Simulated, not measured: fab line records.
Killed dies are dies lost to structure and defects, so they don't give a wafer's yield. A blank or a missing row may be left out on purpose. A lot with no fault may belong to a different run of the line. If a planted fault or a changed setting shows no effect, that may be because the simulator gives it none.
fab line records ; flow n5-finfet
record lots=4; wafers=12; last-day=17
route steps=1938 shown BEOL_M4@1099 BEOL_M5@1112 PASSIVATION@1936
lots with no fault: from the same line, run without faults
start-h: hours from the record's opening day to when the first of the lot's shown wafers began ; wait-h: time in hours since the lot's previous step ; " unchanged from the row above ; L1.1+2: several wafers, shown together as one row ; - either no value or no given start ; * or withheld: withheld ; < > ~ a bound
route shown NAME@n: names a module that has steps shown in the file, with the first one's number in the route ; usual: average and standard deviation across the fault-free wafers ; same: alike in all rows ; chamber/n: place in a boat ; sites: readings site by site ; _std_site: their standard deviation ; _edge_site: the outer-site mean with the inner-site mean subtracted ; radius-mm: how far each site lies from the wafer's centre ; mask NAME#n: copy n ; behind: the last tool/chamber to shape the wafer ; hold: cause of the lot's hold/its duration in hours/its outcome ; device: the n, p or np transistor that did not switch ; end of line: the tests these same wafers got at the end of their route ; a step given without rows: its recipe and nothing more ; killed: dies lost to structure and defects at the first sort, not the wafer's yield ; map: a wafer's dies, x killed, . not, _ none there
set.NAME: the setting the step ran with; set.NAME@STEP: the setting that earlier step ran with ; model.NAME: the simulator's own value behind a step, which no gauge read
lots seen at some steps along the route; tables by step, rows by wafer
services: a tool's chamber out of use, with start hour (start-h, from the record's first day; less than 0 if before it), hours out, and reason
## steps
# step N5_BEOL_M4_ANNEAL_95
# recipe temp-c=400; time-s=240; ambient=vacuum
# step N5_BEOL_M4_SPUTTER_96
# recipe material=Cu; target-thk-a=45; temp-c=-20; chamber-pressure-pa=0.07; power-w=withheld; time-s=8.29
# step N5_BEOL_M4_ECD_50
# recipe material=Cu; target-thk-a=3000
# step N5_BEOL_M4_ANNEAL_51
# recipe temp-c=225; time-s=90; ambient=N2
# step N5_BEOL_M4_CMP_52
# recipe stop-on=SiOC; t-overpolish-s=6.8; down-force-psi=1; platen-rpm=50; clearing-platen-down-force-psi=1.5; clearing-platen-rpm=50; post-cmp-clean=cu-alkaline; target-thk-nm=40; clearing-platen-pad-velocity-m-s=0.99484; pad-velocity-m-s=0.99484
# step N5_BEOL_M4_PRE_CLEAN_60
# recipe gas=NH3/H2; time-s=15; temp-c=*; rf-power-w=300
# step N5_BEOL_M4_CO_CAP_55
# recipe material=Co; target-thk-a=20; temp-c=200; precursor=CCTBA/H2; pressure-torr=30; time-s=102.1
# step N5_BEOL_M4_PRE_CLEAN_56
# recipe gas=NH3; time-s=15; temp-c=withheld; rf-power-w=300
# step N5_BEOL_M4_DEP_57
# recipe material=SiCN; target-thk-a=80; temp-c=withheld; precursor=3MS/NH3; pressure-torr=3; rf-w=202; time-s=14
# step N5_BEOL_M4_RC_MEAS_101
# usual DIBL_N=36.5/2; DIBL_P=36.5/2.3; IOFF_N=0.16/0.036; IOFF_P=0.21/0.037; ION_N=672/12; ION_P=459/7.1; SS_N=71.6/0.73; SS_P=73.4/0.76; VT_N=250/3.3; VT_P=-250.5/2.9
lot.wafer;tool;chamber;start-h;wait-h;DIBL_N[mV/V];DIBL_P[mV/V];IOFF_N[nA/um];IOFF_P[nA/um];ION_N[uA/um];ION_P[uA/um];SS_N[mV/dec];SS_P[mV/dec];VT_N[mV];VT_P[mV]
L777.3;prober-01;0;223.63;0.3;32.9;33.1;0.10;0.15;651;450;70.4;72.3;255;-253.9
L777.4;prober-01;0;223.63;0.3;38.1;38.9;0.19;0.24;676;461;72.7;73.7;248;-247.5
L777.6;prober-01;0;223.63;0.3;35.0;34.4;0.13;0.17;664;453;71.4;73.5;254;-252.8
L784.1;prober-02;0;257.60;0.0;40.6;41.6;0.23;0.31;680;466;72.2;74.7;245;-246.1
L784.4;prober-02;0;257.60;0.0;40.2;39.0;0.21;0.25;649;444;73.9;73.9;249;-250.4
L784.5;prober-02;0;257.60;0.0;37.8;38.2;0.16;0.24;648;452;72.4;73.2;254;-251.2
L781.1;prober-02;0;260.12;0.0;35.7;36.0;0.14;0.21;675;461;70.8;73.1;252;-249.6
L781.2;prober-02;0;260.12;0.0;35.5;34.8;0.14;0.19;663;462;70.7;73.2;252;-251.4
L781.6;prober-02;0;260.12;0.0;36.1;35.6;0.15;0.21;667;464;71.2;72.3;250;-248.3
L790.1;prober-02;0;297.75;0.0;35.9;35.4;0.14;0.17;673;456;71.2;73.2;253;-256.2
L790.2;prober-02;0;297.75;0.0;36.1;36.0;0.13;0.18;663;453;71.7;72.7;254;-255.0
L790.5;prober-02;0;297.75;0.0;37.2;37.3;0.16;0.20;682;459;71.3;73.0;251;-253.5
# step N5_BEOL_M5_ILD_DEP_00
# recipe material=SiCOH_lowk; target-thk-a=1406.4; temp-c=300; precursor=DEMS/porogen; pressure-torr=5; rf-w=500; time-s=25.9
# step N5_BEOL_M5_CURE_79
# recipe temp-c=385; time-s=240; ambient=He/Ar; material=SiCOH_lowk
# step N5_BEOL_M5_PECVD_70
# recipe material=SiO2; target-thk-a=160; temp-c=400; precursor=TEOS/O2; pressure-torr=5.5; rf-w=450; teos-flow-sccm=53.8; gas=O2; flow-sccm=3000; time-s=18
# step N5_BEOL_M5_HM_DEP_02
# recipe material=TiN; target-thk-a=200; temp-c=25; chamber-pressure-pa=0.49996
# step N5_BEOL_M5_COAT_59
# recipe resist=SOC; temp-c=250; time-s=60; spin-rpm=1500; resist-thk-nm=60
# step N5_BEOL_M5_COAT_60
# recipe resist=SiARC; temp-c=220; time-s=60; spin-rpm=1500; resist-thk-nm=12
# step N5_BEOL_M5_COAT_71
# recipe resist=underlayer; temp-c=205; time-s=60; spin-rpm=1500; resist-thk-nm=5
# step N5_BEOL_M5_COAT_05
# recipe resist=CAR-EUV; spin-rpm=1500; resist-thk-nm=30
# step N5_BEOL_M5_EBR_07
# recipe solvent=PGMEA; ebr-width-mm=1.5
# step N5_BEOL_M5_SOFTBAKE_06
# recipe temp-c=110; time-s=60; resist=CAR-EUV
# step N5_BEOL_M5_EXPOSE_08
# recipe mask-id=M5; na=0.33; source-shape=annular; sigma-inner=0.4; sigma-outer=0.8; polarization=unpolarized; target-cd-nm=28; dose-mj=35.75
# step N5_BEOL_M5_PEB_09
# recipe peb-temp-c=100; peb-time-s=60; resist=CAR-EUV
# step N5_BEOL_M5_DEVELOP_10
# recipe develop-time-s=30; developer=TMAH; resist=CAR-EUV; rinse-liquid=surfactant-rinse; dry=air-spin; dev-temp-c=23
# step N5_BEOL_M5_DESCUM_16
# recipe chemistry=O2; time-s=7; source-power-w=50; bias-power-w=20; pressure-mtorr=20; rf-frequency-hz=2.712e+07; temp-c=40; resist=CAR-EUV; o2-flow-sccm=225
# step N5_BEOL_M5_ETCH_72
# recipe chemistry=N2/H2; target=underlayer; target-depth-a=65; mask-material=CAR-EUV; time-s=5.2; ion-energy-ev=200; pressure-mtorr=30; source-w=840; bias-w=150; n2-flow-sccm=200; h2-flow-sccm=200; ends=cleared
# step N5_BEOL_M5_ETCH_61
# recipe chemistry=CF4; target=SiARC; target-depth-a=156; mask-material=CAR-EUV; time-s=26; ion-energy-ev=80; pressure-mtorr=40; source-w=545; bias-w=36; Ar_flow_sccm=100; cf4-flow-sccm=100; ends=cleared
# step N5_BEOL_M5_ETCH_62
# recipe chemistry=N2/H2; target=SOC; target-depth-a=750; overetch-a=150; mask-material=SiARC; temp-c=40; time-s=112.5; ion-energy-ev=200; pressure-mtorr=30; source-w=840; bias-w=150; n2-flow-sccm=200; h2-flow-sccm=200
# step N5_BEOL_M5_STRIP_63
# recipe chemistry=N2/H2; temp-c=40; n2-flow-sccm=200; h2-flow-sccm=200; rf-frequency-hz=6e+07
# step N5_BEOL_M5_STRIP_73
# recipe chemistry=N2/H2; temp-c=40; n2-flow-sccm=200; h2-flow-sccm=200; rf-frequency-hz=6e+07
# step N5_BEOL_M5_STRIP_64
# recipe chemistry=CF4; resist=SiARC; power-w=300; bias-power-w=75; pressure-mtorr=50; cf4-flow-sccm=150; rf-frequency-hz=6e+07
# step N5_BEOL_M5_HM_OPEN_17
# recipe chemistry=Cl2/BCl3; target-depth-a=200; overetch-a=60; target=TiN; mask-material=SOC; ion-energy-ev=150; pressure-mtorr=10; icp-w=1000; bias-w=126; Cl2_flow_sccm=53.25; bcl3-flow-sccm=21.75; Ar_flow_sccm=25
# usual bias-w=126.0/0.36; drypump-motor-current-A=6.0/0.38; oes-product-au=0.65/0.092; throttle-valve-pct=22.12/0.25
lot.wafer;tool;chamber;start-h;wait-h;bias-w;drypump-motor-current-A;oes-product-au;rf-hours-counter-h;throttle-valve-pct;model.etch.depth-nm;model.SOC_of_BEOL_M5_COAT_59.thk-nm
L777.3;rie-metal-01;1;226.66;0.1;126.4;6.3;0.71;-;21.70;20.18;52.6
L777.4;rie-metal-01;0;226.66;0.1;126.2;6.3;0.57;-;22.21;20.32;52.6
L777.6;rie-metal-01;0;226.66;0.1;125.8;6.3;0.57;-;22.24;20.17;52.4
L784.1;rie-metal-01;1;260.32;0.0;125.8;6.3;0.70;28;21.72;20.18;52.6
L784.4;rie-metal-01;1;260.32;0.0;125.7;6.3;0.63;-;21.86;16.25;55.4
L784.5;rie-metal-01;1;260.32;0.0;126.0;6.3;0.69;-;21.72;20.18;52.8
L781.1;rie-metal-01;0;263.17;0.0;126.1;6.3;0.56;104;22.26;19.91;52.4
L781.2;rie-metal-01;1;263.17;0.0;125.3;6.3;0.63;28;21.86;16.13;55.2
L781.6;rie-metal-01;0;263.17;0.0;127.0;6.3;0.51;-;22.37;16.28;55
L790.1;rie-metal-03;1;300.81;0.0;126.1;6.4;0.60;69;22.43;19.86;52.4
L790.2;rie-metal-03;1;300.81;0.0;126.3;6.4;0.60;-;22.45;20.04;52.2
L790.5;rie-metal-03;1;300.81;0.0;126.1;6.4;0.60;-;22.41;20.33;52.2
# step N5_BEOL_M5_STRIP_19
# recipe chemistry=O2; power-w=400; temp-c=40; pressure-mtorr=30; rf-frequency-hz=6e+07; bias-power-w=0; overash-fraction=0.2; o2-flow-sccm=225
# step N5_BEOL_M5_COAT_65
# recipe resist=SOC; temp-c=250; time-s=60; spin-rpm=1500; resist-thk-nm=60
# step N5_BEOL_M5_COAT_66
# recipe resist=SiARC; temp-c=220; time-s=60; spin-rpm=1500; resist-thk-nm=12
# step N5_BEOL_M5_VIA_ETCH_34
# recipe chemistry=C4F6/O2; target=SiCOH_lowk; target-depth-a=883; mask-material=SOC; taper-deg=4; time-s=39.2; ion-energy-ev=250; pressure-mtorr=30; source-w=345; bias-w=185; Ar_flow_sccm=300; C4F6_flow_sccm=10; O2_flow_sccm=10
# usual bias-w=185.0/0.52; drypump-motor-current-A=5.8/0.58; oes_f_703_au=0.77/0.081; oes-product-au=0.77/0.087; rf-vpp-V=668/12; showerhead-plenum-p-Torr=2.83/0.083; throttle-valve-pct=20.8/0.31
lot.wafer;tool;chamber;start-h;wait-h;bias-w;drypump-motor-current-A;oes_f_703_au;oes-product-au;rf-hours-counter-h;rf-vpp-V;showerhead-plenum-p-Torr;throttle-valve-pct
L777.3;rie-diel-04;2;228.66;0.0;185.3;5.2;0.74;0.73;163;669;2.84;20.5
L777.4;rie-diel-04;3;228.66;0.0;185.8;6.3;0.70;0.72;219;667;2.83;20.9
L777.6;rie-diel-04;1;228.66;0.0;184.6;5.3;0.80;0.82;-;681;2.74;20.4
L784.1;rie-diel-02;1;262.29;0.0;183.7;6.6;0.69;0.67;226;675;2.91;21.0
L784.4;rie-diel-02;2;262.29;0.0;184.6;4.7;0.89;0.36;26;665;2.93;20.8
L784.5;rie-diel-02;0;262.29;0.0;184.7;5.8;0.69;0.68;-;644;2.92;21.5
L781.1;rie-diel-04;0;264.61;0.0;184.4;5.9;0.76;0.72;156;639;2.61;20.8
L781.2;rie-diel-04;1;264.61;0.0;185.5;5.3;0.78;0.33;109;685;2.74;20.3
L781.6;rie-diel-04;3;264.61;0.0;185.5;6.2;0.68;0.31;-;665;2.82;20.8
L790.1;rie-diel-03;1;303.55;0.0;184.9;6.3;0.93;0.94;6;679;2.90;20.3
L790.2;rie-diel-03;2;303.55;0.0;185.5;5.6;0.72;0.71;239;673;2.80;21.2
L790.5;rie-diel-03;3;303.55;0.0;185.5;5.8;0.74;0.75;-;667;2.85;20.6
# step N5_BEOL_M5_OCD_MEAS_38
# usual trench-depth-nm=71.1/1.4
lot.wafer;tool;chamber;start-h;wait-h;trench-depth-nm
L777.3;ocd-02;-;228.90;-;69.7
L777.4;ocd-02;-;228.90;-;70.8
L777.6;ocd-02;-;228.90;-;71.1
L784.1;ocd-02;-;262.52;-;70.3
L784.4;ocd-02;-;262.52;-;3.2
L784.5;ocd-02;-;262.52;-;69.4
L781.1;ocd-02;-;264.85;-;69.9
L781.2;ocd-02;-;264.85;-;4.0
L781.6;ocd-02;-;264.85;-;7.0
L790.1;ocd-01;-;303.79;-;73.5
L790.2;ocd-01;-;303.79;-;71.1
L790.5;ocd-01;-;303.79;-;71.5
# step N5_BEOL_M5_CD_MEAS_35
# recipe target-cd-nm=28; target-cd-y-nm=24; polarity=opening
# usual cd-nm=27.9/0.36
lot.wafer;tool;chamber;start-h;wait-h;cd-nm
L777.3;cd-sem-02;-;229.05;0.0;27.6
L777.4;cd-sem-02;-;229.05;0.0;28.3
L777.6;cd-sem-02;-;229.05;0.0;27.4
L784.1;cd-sem-03;-;262.68;0.0;27.7
L784.4;cd-sem-03;-;262.68;0.0;-
L784.5;cd-sem-03;-;262.68;0.0;28.4
L781.1;cd-sem-02;-;265.01;0.0;28.3
L781.2;cd-sem-02;-;265.01;0.0;-
L781.6;cd-sem-02;-;265.01;0.0;-
L790.1;cd-sem-02;-;303.94;0.0;27.9
L790.2;cd-sem-02;-;303.94;0.0;28.0
L790.5;cd-sem-02;-;303.94;0.0;28.2
# step N5_BEOL_M5_THK_MEAS_53
# recipe thk-meas-gauge=xrf; reads=Cu_of_BEOL_M5_ECD_50
# usual M5_THK=62.4/1.9
lot.wafer;tool;chamber;start-h;wait-h;M5_THK[nm]
L777.3;film-metro-01;-;236.04;-;62.1
L777.4;film-metro-01;-;236.04;-;63.0
L777.6;film-metro-01;-;236.04;-;64.5
L784.1;film-metro-01;-;269.82;-;62.8
L784.4;film-metro-01;-;269.82;-;-
L784.5;film-metro-01;-;269.82;-;61.0
L781.1;film-metro-02;-;274.64;-;63.2
L781.2;film-metro-02;-;274.64;-;-
L781.6;film-metro-02;-;274.64;-;-
L790.1;film-metro-02;-;310.76;-;64.4
L790.2;film-metro-02;-;310.76;-;61.8
L790.5;film-metro-02;-;310.76;-;63.5
# step N5_PASSIVATION_PROBE_49
# usual defect-limited-yield=91.4/1.4; killed_at_M0_to_M3=33/11; killed_at_M4_up=13/5.3; killed-at-contacts=13/6.1; killed-at-front-end=40/11; killed-at-other=2.9/2.7; killed-dies=102/17; killed-on-rim=14/4.2; killed-open=68/13; killed-short=32/7.5; sort_bin_5_function=5.1/0.98; sort_bin_6_memory=3.2/0.69; sort-n-pass=1077/21; sort-yield-pct=91.3/1.7
# same gross-dies=1180; killed-at-back-side=0; sort_bin_4_leakage[%]=0; sort_bin_8_speed[%]=0
lot.wafer;tool;chamber;start-h;wait-h;defect-limited-yield[%];killed_at_M0_to_M3;killed_at_M4_up;killed-at-contacts;killed-at-front-end;killed-at-other;killed-dies;killed-on-rim;killed-open;killed-short;sort_bin_5_function[%];sort_bin_6_memory[%];sort-n-pass;sort-yield-pct[%]
L784.4;prober-01;-;378.53;0.2;4.0;28;1044;12;45;4;1133;147;55;36;92.5;2.8;47;4.0
L781.1;prober-02;-;390.28;0.0;91.9;34;8;19;30;4;95;15;66;28;4.7;3.1;1085;91.9
L781.2;prober-02;-;390.33;0.1;4.7;33;1045;10;34;3;1125;119;57;25;91.9;3.2;55;4.7
L781.6;prober-02;-;390.53;0.3;5.4;59;999;16;40;2;1116;148;70;48;89.7;4.6;64;5.4
# killed by level:class
L784.4 BEOL_M5:area-open=1040 FIN_SAQP:geometric-particle:open=17 MOL_CONTACT_COAG:geometric-particle:open=11 BEOL_M0_SAQP:geometric-particle:short=8 GATE_CUT:geometric-particle:short=6 BEOL_M0_SAQP:geometric-particle:open=5 STARTING-WAFER:geometric-particle:short=5 FIN_SAQP:geometric-particle:short=4
L781.1 MOL_CONTACT_COAG:geometric-particle:open=17 BEOL_M0_SAQP:geometric-particle:open=15 FIN_SAQP:geometric-particle:open=7 BEOL_M0_SAQP:geometric-particle:short=7 FIN_SAQP:geometric-particle:short=6 BEOL_M2:geometric-particle:open=5 BEOL_M7:geometric-particle:open=5 STI_FIN_REVEAL:geometric-particle:open=4
L781.2 BEOL_M5:area-open=1042 BEOL_M0_SAQP:geometric-particle:open=13 FIN_SAQP:geometric-particle:open=9 MOL_CONTACT_COAG:geometric-particle:open=8 BEOL_M0_SAQP:geometric-particle:short=7 FIN_SAQP:geometric-particle:short=5 GATE_CUT:geometric-particle:open=5 BEOL_M1:geometric-particle:open=5
L781.6 BEOL_M5:area-open=995 BEOL_M0_SAQP:geometric-particle:open=17 BEOL_M0_SAQP:geometric-particle:short=14 MOL_CONTACT_COAG:geometric-particle:open=9 GATE_CUT:geometric-particle:short=8 FIN_SAQP:geometric-particle:open=7 MOL_CONTACT_COAG:geometric-particle:short=7 BEOL_M1:geometric-particle:open=6
# map L781.2 (x killed, . not)
_________________xxxxxxx.xxxx________________
______________.xxx..xxxxxxxx.x.x_____________
___________...xxxxxxxxxxxxxxxxxx.xx__________
__________xxx.xxxxx.xxxxxx.xxxxxxx.x_________
________xx.xxxxxxxxxxxxxxxxxxxxxxxxx.x_______
_______xxxxxxxxxxxxxxxxxxxxxxxxxxxx..xx______
______xxxxxxxxxxxxxxxxxxxxxxxxxxxxxxxxxx_____
_____xx.xx.xxxxxxxxxxxxxxxxxxxxxxxxxxxxx.____
____xxxxxxxxxxxxxxxxxxxxxxxxxxxxxxxxxxxxxx___
___.xxxxxxxxxxxxxxxxxxxxxxxxxxxxxxxxxxxxxx.__
___.xxxxxxxxxxxxxxxxxxxxxxxxxxxxxxxxxxxxxxx__
__xxxxxxxxxxxxxxxxxxxxxxxxxxxxxxxxxxxxxxx.xx_
__..xxxxxxxxxxxxxxxxxxxxxxxxxxxxxxxxxxxxxxxx_
_.xxxxxxxxxxxxxxxxxxxxxxxxxxxxxxxxxxxxxxxxxxx
_xxxxxxxxxxxxxxxxxxxxxxxxxxxxxxxxxxxxxxxxxxxx
_xxxxxxxxxxx.xxxxxxxxxxxxxxxxxxxxxxxxxxxxxxxx
_xxxxxxxxxxxxxxxxxxxxxxxxxxxxxxxxxxxxxxxxxxxx
_...xxxxxxxxxxxxxxxxxxxxxxxxxxxxxxxxxxxxxxxxx
_...xxxxxxxxxxxxxxxxxxxxxxxxxxxxxxxxxxxxxxxxx
_xx.xxxxxxxxxxxxxxxxxxxxxxxxxxxxxxxxxxxxxxxxx
_..x.x.xxxxxxxxxxxxxxxxxxxxxxxxxxxxxxxxxxxxxx
__xx.xxxxxxxxxxxxxxxxxxxxxxxxxxxxxxxxxxxxxxx_
__.xxxxxxxxxxxxxxxxxxxxxxxxxxxxxxxxxxxxxxxxx_
___xxxxxxxxxxxxxxxxxxxxxxxxxxxxxxxxxxxxxxxx__
___..x.xxxxxxxxxxxxxxxxxxxxxxxxxxxxxxxxxxxx__
____..xxxxxxxxxxxxxxxxxxxxxxxxxxxxxxxxxxxx___
_____..x.xxxxxxxxxxxxxxxxxxxxxxxxxxxxxxxx____
______.xxxxxxxxxxxxxxxxxxxxxxxxxxxxxxxxx_____
_______.xxxxxxxxxxxxxxxxxxxxxxxxxxxxxxx______
________xxxxxxxxxxxxxxxxxxxxxxxxxxxxxx_______
__________.xxxxxxxxxxxxxxxxxxxxxxxxx_________
___________x.xxxxxxxxxxxxxxxxxxxxxx__________
______________xxxxxxxxxxxxxxxxxx_____________
_________________.xxxxxxxxxxx________________
# map L784.4 (x killed, . not)
_________________xxxxxxxxxxxx________________
______________xxxxxxxxxxxx.xxxxx_____________
___________xxxxxxxxxxxxxxxxxxxxxxxx__________
__________xxxxxxxxxxxxxxxx.xxxxx.x.x_________
________xxxxxxxxx.xxxxxxxxxxxxxx.xxx.x_______
_______xxxxxxxxxxxxxxxxxxxxxxxxxxxxxxx.______
______xxxxxxxxxxxx.xxxxxxxxxxxxxxxxxx.xx_____
_____xx.xxxxxxxxxxxxxxxxxxxxxx..xxx..xxxx____
____xxxxxxxxxxxxxxxxxxxxxxxxxxxx.xx..x.xxx___
___xxxxxxxxxxxxxxxxxxxxxxxxxxxxxxxx.xxxxxxx__
___xxxxxxxxxxxxxxxxxxx.xx.xxx.xxx.xxx.xxx.x__
__xxxxxxxxxxxxxxxxxxxxxxxxxxx.xxxxxxxxxxxxxx_
__xxxxxxxxxxxxxxxxxxxxxxxxxxxxxxxxxxxxxxxxxx_
_xxxxxxxxxxxxxxxxxxxxxxxxxxxxxxxxxxxxxxxxxxxx
_xxxxxxxxxxxxxxxxxxxxxxxxxxxxxxxxxxxxxxxxxxxx
_xxxxxx.xxxxxxxxxxxxxxxxxxxxxxxxxxxxxxxxxxxxx
_.xxxxx.xxxxxxxxxxxxxxxxxxxxxxxxxxxxxxxxxxxxx
_xxxxxxxx.xxxxxxxxxxxxxxxxxxxxxxxxxxxxxxxxxxx
_.xxxxxxxxx.xxxxxxxxxxxxxxxxxxxxxxxxxxxxxxxxx
_xx.xxxxxxxxxxxxxxxxxxxxxxxxxxxxxxxxxxxxxxxxx
_xxx.xxxxxxxxxxxxxxxxxxxxxxxxxxxxxxxxxxxxxxxx
__xxxxxxxxxxxxxxxxxxxxxx.xxxxxxx.xxxxxxxxxxx_
__xxx.xxxxxxxxxxxxxxxxxxx.xxxxxxxxxxxxxxxxxx_
___xxx.xxxxxxxxxxxxx.xxxxxxxxxxxxxxxxxxxxxx__
___xxx.xxx.xxxxxxxxxx.xx.xxxxxxxxxxxxxxxxxx__
____xxxxxxxxxxxxxxxxxxxxxxxxxxxxxxxxxxxxxx___
_____xxxxxxxxxxxxxxxxxxxxxxxxxxxxxxxxxxxx____
______xxxxxxxxxxxxxxxxxxxxx.xxxxxxxxxxxx_____
_______xx.xxxxxxxxxxxxxxxxxxxxxxxxxxxxx______
________xxxxxxxxxxxxxxxxxxxxxxxxxxxxxx_______
__________xxxxxxxxxxxxxxxxxxxxxxxxxx_________
___________xxxxxxxxxxxxxxxxxxxxxxxx__________
______________xxxxxxxxxxxxxxxxxx_____________
_________________xxxxxxxxxxxx________________
## services
tool;chamber;start-h;hours;kind
rie-diel-04;1;209.51;16.5;repair
rie-metal-03;0;219.50;2.8;repair
rie-diel-02;0;238.33;5.8;repair
rie-diel-03;0;241.10;-;clean
rie-diel-03;0;241.10;-;consumable-replace:focus-ring
rie-diel-03;0;241.10;13.3;scheduled-down
rie-diel-03;0;241.10;13.3;vent-cycle
rie-diel-03;1;264.73;-;clean
rie-diel-03;1;264.73;-;consumable-replace:focus-ring
rie-diel-03;1;264.73;16.1;scheduled-down
rie-diel-03;1;264.73;16.1;vent-cycle
rie-diel-03;-;271.55;14.6;pm
rie-diel-02;0;274.53;-;clean
rie-diel-02;0;274.53;-;consumable-replace:focus-ring
rie-diel-02;0;274.53;14.8;scheduled-down
rie-diel-02;0;274.53;14.8;vent-cycle
rie-metal-03;0;295.59;-;clean
rie-metal-03;0;295.59;24.7;scheduled-down
rie-metal-03;0;295.59;24.7;vent-cycle
## key
first-sign step=N5_BEOL_M5_VIA_ETCH_34; reading=oes-product-au; direction=down; sigmas=5; usual=0.77; struck=0.33
effect step=N5_BEOL_M5_OCD_MEAS_38; reading=trench-depth-nm; direction=down; sigmas=48; usual=71.1; struck=4.7
effect step=N5_BEOL_M5_CD_MEAS_35; reading=cd-nm; direction=missing
effect step=N5_BEOL_M5_THK_MEAS_53; reading=M5_THK; direction=missing
effect step=N5_PASSIVATION_PROBE_49; reading=killed_at_M4_up; direction=up; sigmas=99+; usual=13; struck=1029
model-effect step=N5_BEOL_M5_HM_OPEN_17; value=etch.depth-nm; without=20.03; struck=16.22
more-kills-born-at N5_BEOL_M5_HM_OPEN_17@rie-metal-01=3077
met-at N5_BEOL_M5_HM_OPEN_17
struck-wafers L781.2,L781.6,L784.4
later-rows-left-out L781.2,L781.6,L784.4
onset-between 226.66 260.32
fault kind=process-parameter-drift; tool=rie-metal-01; chamber=-; onset-h=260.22; steps=N5_BEOL_M5_HM_OPEN_17; channel=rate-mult; offset=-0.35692; shape=step; end-h=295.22; scope=struck-wafers-only
# later-rows-left-out: the simulator's readings of these wafers behind a module that went badly wrong aren't trusted and aren't shown, but for the sort
